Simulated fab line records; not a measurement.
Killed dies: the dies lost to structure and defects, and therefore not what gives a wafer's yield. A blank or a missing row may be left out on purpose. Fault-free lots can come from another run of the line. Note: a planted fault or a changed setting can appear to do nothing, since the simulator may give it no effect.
Chamber matching ; flow n5_finfet ; N5_BEOL_M4_PRE_CLEAN_60 on cvd_co-01 has 3 sister chambers
The step time 15 s. 3 wafers are shown with their chamber, then 12 later ones without.

== WAFERS WITH THEIR CHAMBER ==
wafer;chamber;heater_power_w (W)
L087.3;2;91
L087.5;1;91
L087.6;0;99

== WAFERS WITH NO CHAMBER GIVEN ==
wafer;heater_power_w (W)
L086.2;93
L086.4;95
L086.6;89
L089.3;90
L089.4;90
L089.6;98
L090.1;94
L090.2;92
L090.3;97
L090.4;92
L090.5;90
L090.6;100

== WHICH CHAMBER EACH WENT THROUGH ==
wafer;from the rows above;in truth
L086.2;can't be placed: 1 or 2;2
L086.4;can't be placed: 0 or 1 or 2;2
L086.6;can't be placed: 1 or 2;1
L089.3;can't be placed: 1 or 2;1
L089.4;can't be placed: 1 or 2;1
L089.6;0;0
L090.1;can't be placed: 1 or 2 or 0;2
L090.2;can't be placed: 1 or 2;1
L090.3;0;0
L090.4;can't be placed: 1 or 2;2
L090.5;can't be placed: 1 or 2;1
L090.6;0;0
Placed correctly: 3 of 12. Cannot be placed on the basis of these rows: 9; the candidates contain the true chamber in 9. Number placed wrongly: 0.
How it was worked out, from the rows above alone: a wafer's distance from a chamber is the root of the sum, over the readings, of the square of ((its reading less the chamber's mean) divided by the reading's scatter). The wafer belongs to the nearest chamber; if the next one is less than 2 further off, it can't be placed. For every chamber, the mean is computed from those of its wafers that are shown. The scatter: root of mean squared gap, hidden wafer to nearest shown wafer, with one shown wafer a chamber.
